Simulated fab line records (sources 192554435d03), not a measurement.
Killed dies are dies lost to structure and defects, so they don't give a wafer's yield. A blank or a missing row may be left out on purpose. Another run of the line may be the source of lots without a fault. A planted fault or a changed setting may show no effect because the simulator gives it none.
Matching of chambers / flow n5Finfet / N5_FIN_SAQP_PECVD_48 on pecvd-01 has 3 sister chambers
The step deposits SiNx from SiH4/NH3/N2, target thk 25 nm, time 22.1 s. 3 wafers are shown with their chamber, then 10 later ones without.

## WAFERS, EACH WITH ITS CHAMBER
wafer=L080.1; chamber=1; throttleValvePct (%)=44.8
wafer=L087.1; chamber=2; throttleValvePct (%)=39.2
wafer=L087.5; chamber=0; throttleValvePct (%)=42.2

## WAFERS WITH NO CHAMBER GIVEN
wafer=L087.6; throttleValvePct (%)=39.2
wafer=L093.4; throttleValvePct (%)=44.9
wafer=L093.5; throttleValvePct (%)=39.1
wafer=L093.6; throttleValvePct (%)=42.3
wafer=L094.2; throttleValvePct (%)=39.2
wafer=L094.4; throttleValvePct (%)=39.4
wafer=L094.5; throttleValvePct (%)=42.0
wafer=L095.1; throttleValvePct (%)=42.4
wafer=L095.3; throttleValvePct (%)=39.3
wafer=L095.6; throttleValvePct (%)=39.3

## WHICH CHAMBER EACH WENT THROUGH
wafer=L087.6; from the rows above=2; in truth=2
wafer=L093.4; from the rows above=1; in truth=1
wafer=L093.5; from the rows above=2; in truth=2
wafer=L093.6; from the rows above=0; in truth=0
wafer=L094.2; from the rows above=2; in truth=2
wafer=L094.4; from the rows above=2; in truth=2
wafer=L094.5; from the rows above=0; in truth=0
wafer=L095.1; from the rows above=0; in truth=0
wafer=L095.3; from the rows above=2; in truth=2
wafer=L095.6; from the rows above=2; in truth=2
Placed correctly: 10 of 10. Left unplaced by these rows: 0. Wrongly placed: 0.
How it was worked out, from the rows above alone: a wafer's distance from a chamber is the root of the sum, over the readings, of the square of ((its reading less the chamber's mean) divided by the reading's scatter). If the next closest chamber is less than 2 further off than the closest, the wafer can't be placed; otherwise it belongs to the closest. A chamber's mean is the mean of its shown wafers. The scatter (one wafer shown for each chamber): square how far every hidden wafer sits from the nearest shown wafer, average those squares and take the square root.
